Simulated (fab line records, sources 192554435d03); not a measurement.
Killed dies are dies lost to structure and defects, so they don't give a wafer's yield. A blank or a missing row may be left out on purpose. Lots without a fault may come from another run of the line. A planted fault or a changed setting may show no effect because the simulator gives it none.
Chamber matching | flow n5_finfet | N5_BEOL_M5_DESCUM_33 on rie_diel-05: 4 sister chambers
The step chemistry O2, time 7 s. 14 wafers are shown with their chamber, then 7 later ones without.

WAFERS WITH THEIR CHAMBER
wafer  | chamber | showerhead_plenum_p_Torr (Torr) | throttle_valve_pct (%) | oes_product_au (a.u.)
L083.3 | 3       | 2.22                            | 20.29                  | 0.87
L083.5 | 0       | 1.97                            | 20.50                  | 0.70
L083.6 | 1       | 2.08                            | 20.77                  | 0.71
L085.2 | 3       | 2.21                            | 20.31                  | 0.84
L085.3 | 2       | 2.02                            | 20.56                  | 0.79
L085.4 | 0       | 1.96                            | 20.51                  | 0.68
L087.1 | 2       | 2.02                            | 20.56                  | 0.79
L087.3 | 3       | 2.21                            | 20.33                  | 0.83
L087.6 | 2       | 2.02                            | 20.56                  | 0.78
L089.2 | 3       | 2.21                            | 20.33                  | 0.83
L089.5 | 3       | 2.21                            | 20.32                  | 0.82
L089.6 | 2       | 2.01                            | 20.57                  | 0.79
L093.1 | 2       | 2.01                            | 20.58                  | 0.77
L093.2 | 1       | 2.07                            | 20.81                  | 0.69

SIGNATURES (means of the wafers above)
reading                  | chamber 0 | chamber 1 | chamber 2 | chamber 3 | scatter within a chamber
showerhead_plenum_p_Torr | 1.9650    | 2.0750    | 2.0160    | 2.2120    | 0.00548
throttle_valve_pct       | 20.5050   | 20.7900   | 20.5660   | 20.3160   | 0.0151
oes_product_au           | 0.6900    | 0.7000    | 0.7840    | 0.8380    | 0.0148
Rule: a wafer's distance from a chamber is the root of the sum, over the readings, of the square of ((its reading less the chamber's mean) divided by the reading's scatter). The wafer belongs to the nearest chamber; if the next one is less than 2 further off, it can't be placed. The scatter: the root of (the sum of the squares of (reading less its chamber's mean) over the shown wafers, divided by (wafers less chambers)).

WAFERS WITHOUT THEIR CHAMBER
wafer  | showerhead_plenum_p_Torr (Torr) | throttle_valve_pct (%) | oes_product_au (a.u.)
L093.4 | 2.22                            | 20.23                  | 0.98
L095.3 | 2.07                            | 20.81                  | 0.68
L095.5 | 2.07                            | 20.81                  | 0.69
L095.6 | 2.01                            | 20.60                  | 0.78
L096.1 | 2.22                            | 20.26                  | 0.93
L096.2 | 2.07                            | 20.82                  | 0.68
L096.4 | 2.01                            | 20.59                  | 0.76

WHICH CHAMBER EACH WENT THROUGH
wafer  | from the rows above | in truth
L093.4 | 3                   | 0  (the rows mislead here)
L095.3 | 1                   | 1
L095.5 | 1                   | 1
L095.6 | 2                   | 2
L096.1 | 3                   | 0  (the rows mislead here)
L096.2 | 1                   | 1
L096.4 | 2                   | 2
Placed correctly: 5 of 7. Can't be placed from these rows: 0. Placed wrongly: 2.
